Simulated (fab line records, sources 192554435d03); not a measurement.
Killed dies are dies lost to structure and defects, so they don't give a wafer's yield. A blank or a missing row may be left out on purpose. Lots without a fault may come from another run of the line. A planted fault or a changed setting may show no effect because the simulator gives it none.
Which tool did it? | flow n5_finfet | 12 lots, 32 wafers sampled, at 5 steps of a route of 1938

WHAT THE GAUGES READ, wafer by wafer
N5_MIM_BOT_LITHO_OVL_MEAS_11. Usual: MIM_BOT_OVL 1 nm, standard deviation 4.3.
lot  | measured     | on         | MIM_BOT_OVL (nm) | flag
L580 | day 11 23:13 | overlay-01 | 3 9 5            |
L581 | day 12 12:59 | overlay-01 | 10 0             |
L583 | day 12 20:02 | overlay-02 | -1 4 0           |
L584 | day 13 01:07 | overlay-02 | 1 2 8            |
L585 | day 14 02:13 | overlay-02 | -1 4 3           |
L587 | day 14 03:30 | overlay-02 | 10 2             |
L589 | day 14 11:36 | overlay-01 | 4 4              |
L592 | day 15 03:14 | overlay-02 | -3 -6            |
L595 | day 16 01:26 | overlay-01 | 5 0 5            |
L599 | day 16 23:03 | overlay-02 | 3 -5 5           |
L603 | day 17 23:46 | overlay-01 | 3 0 -7           |
L602 | day 18 04:30 | overlay-01 | -5 3 -2          |

N5_MIM_BOT_LITHO_INSPECT_12: inspects for defects (macro). Usual: raw_defect_count 2.2, standard deviation 1.7.
lot  | measured     | on                | raw_defect_count | flag
L580 | day 11 23:15 | defect_inspect-02 | 3 2 4            |
L581 | day 12 13:00 | defect_inspect-02 | 2 3              |
L583 | day 12 20:04 | defect_inspect-01 | 1 1 0            |
L584 | day 13 01:09 | defect_inspect-02 | 0 1 4            |
L585 | day 14 02:14 | defect_inspect-02 | 3 1 3            |
L587 | day 14 03:31 | defect_inspect-02 | 5 2              |
L589 | day 14 11:38 | defect_inspect-01 | 2 0              |
L592 | day 15 03:16 | defect_inspect-01 | 2 4              |
L595 | day 16 01:28 | defect_inspect-02 | 0 2 2            |
L599 | day 16 23:05 | defect_inspect-02 | 2 2 3            |
L603 | day 17 23:47 | defect_inspect-02 | 1 2 3            |
L602 | day 18 04:32 | defect_inspect-01 | 0 1 2            |

N5_PASSIVATION_CD_MEAS_10: target cd 3000 nm. Usual: cd_nm 2998 nm, standard deviation 3.2.
lot  | measured     | on        | cd_nm (nm)     | flag
L580 | day 12 01:52 | cd_sem-01 | 2996 2993 2996 |
L581 | day 12 16:46 | cd_sem-03 | 2996 2995      |
L583 | day 12 21:44 | cd_sem-01 | 2996 3004 2995 |
L584 | day 13 02:52 | cd_sem-02 | 3000 3004 3003 |
L585 | day 14 04:32 | cd_sem-03 | 2999 2998 2994 |
L587 | day 14 05:05 | cd_sem-03 | 2998 3002      |
L589 | day 14 13:18 | cd_sem-01 | 3003 3001      |
L592 | day 15 04:49 | cd_sem-02 | 3001 2996      |
L595 | day 16 06:18 | cd_sem-03 | 2996 3012 2998 |
L599 | day 17 00:44 | cd_sem-02 | 3017 2995 2997 |
L603 | day 18 01:47 | cd_sem-02 | 2999 2994 2998 |
L602 | day 18 06:56 | cd_sem-02 | 2999 2997 2998 |

WHICH TOOL RAN EACH LOT (tool, then ch and the chambers of the sampled wafers, then the start)
lot  | N5_MIM_TOP_LITHO_DESCUM_10         | N5_PASSIVATION_EXPOSE_07
L580 | rie_diel-03 ch 0,2,3, day 11 22:33 | krf_scanner-02 ch 0, day 12 01:41
L581 | rie_diel-03 ch 0,1, day 12 12:03   | krf_scanner-02 ch 0, day 12 16:35
L583 | rie_diel-03 ch 1,2,3, day 12 19:11 | krf_scanner-01 ch 0, day 12 21:34
L584 | rie_diel-01 ch 0,1,2, day 13 00:19 | krf_scanner-02 ch 0, day 13 02:41
L585 | rie_diel-02 ch 0,3, day 14 01:30   | krf_scanner-01 ch 0, day 14 04:22
L587 | rie_diel-01 ch 0,1, day 14 02:47   | krf_scanner-02 ch 0, day 14 04:55
L589 | rie_diel-01 ch 1,2, day 14 10:58   | krf_scanner-02 ch 0, day 14 13:08
L592 | rie_diel-02 ch 2,3, day 15 02:17   | krf_scanner-02 ch 0, day 15 04:38
L595 | rie_diel-01 ch 0,2, day 16 00:38   | krf_scanner-01 ch 0, day 16 06:07
L599 | rie_diel-02 ch 1,2,3, day 16 22:20 | krf_scanner-01 ch 0, day 17 00:34
L603 | rie_diel-01 ch 2,3, day 17 22:58   | krf_scanner-02 ch 0, day 18 01:38
L602 | rie_diel-01 ch 0,1,2, day 18 03:47 | krf_scanner-02 ch 0, day 18 06:46
- N5_MIM_TOP_LITHO_DESCUM_10: chemistry O2, time 7.9 s.
- N5_PASSIVATION_EXPOSE_07: exposes mask TV, defocus 0 nm, target cd 3000 nm.

WHAT THE TOOLS THEMSELVES READ (means of the sampled wafers that have a number; where no wafer has one, the mark that the record gives instead)
N5_MIM_TOP_LITHO_DESCUM_10. Usual: drypump_motor_current_A 5.7 A, standard deviation 0.41; o2_flow_sccm 224.9 sccm, standard deviation 0.65; oes_product_au 0.81 a.u., standard deviation 0.098; rf_vpp_V 243.3 V, standard deviation 1.4; showerhead_plenum_p_Torr 2.11 Torr, standard deviation 0.062; throttle_valve_pct 20.40 %, standard deviation 0.24.
lot  | tool        | drypump_motor_current_A (A) | o2_flow_sccm (sccm) | oes_product_au (a.u.) | rf_vpp_V (V) | showerhead_plenum_p_Torr (Torr) | throttle_valve_pct (%) | flag
L580 | rie_diel-03 | 5.7                         | 224.9               | 0.83                  | 243.9        | 2.16                            | 20.45                  |
L581 | rie_diel-03 | 5.8                         | 224.9               | 0.91                  | 244.4        | 2.12                            | 20.01                  |
L583 | rie_diel-03 | 5.9                         | 225.5               | 0.80                  | 242.8        | 2.10                            | 20.36                  |
L584 | rie_diel-01 | 5.7                         | 225.4               | 0.74                  | 243.4        | 2.09                            | 20.46                  |
L585 | rie_diel-02 | 5.9                         | 225.9               | 0.81                  | 243.8        | 2.13                            | 20.22                  |
L587 | rie_diel-01 | 5.9                         | 225.1               | 0.69                  | 242.2        | 2.11                            | 20.51                  |
L589 | rie_diel-01 | 5.6                         | 224.6               | 0.75                  | 242.7        | 2.05                            | 20.48                  |
L592 | rie_diel-02 | 5.8                         | 224.8               | 0.77                  | 243.6        | 2.15                            | 20.38                  |
L595 | rie_diel-01 | 5.6                         | 224.7               | 0.71                  | 243.3        | 2.10                            | 20.48                  |
L599 | rie_diel-02 | 5.9                         | 224.5               | 0.78                  | 243.5        | 2.15                            | 20.31                  |
L603 | rie_diel-01 | 5.6                         | 225.5               | 0.85                  | 243.6        | 2.10                            | 20.55                  |
L602 | rie_diel-01 | 5.7                         | 224.1               | 0.90                  | 242.7        | 2.07                            | 20.27                  |

THE ANSWER, worked out from the rows above alone
Rule: a lot is off if the mean of its wafers that have a number lies more than 3 standard deviations from the usual mean. A lot without any number at a reading at which 4 lots or more have one is off too. The other lots that the step has rows for count as sound. The gauges are gone through in route order, then the tools' own readings, and for those a lot's mean is taken as printed above. The first step at which some lot is off is used, and at that step the reading that is off furthest; a lot without a number counts as furthest.
No lot is off at any reading shown: from this, nothing can be told.

WHAT THE SIMULATOR HAD PUT IN
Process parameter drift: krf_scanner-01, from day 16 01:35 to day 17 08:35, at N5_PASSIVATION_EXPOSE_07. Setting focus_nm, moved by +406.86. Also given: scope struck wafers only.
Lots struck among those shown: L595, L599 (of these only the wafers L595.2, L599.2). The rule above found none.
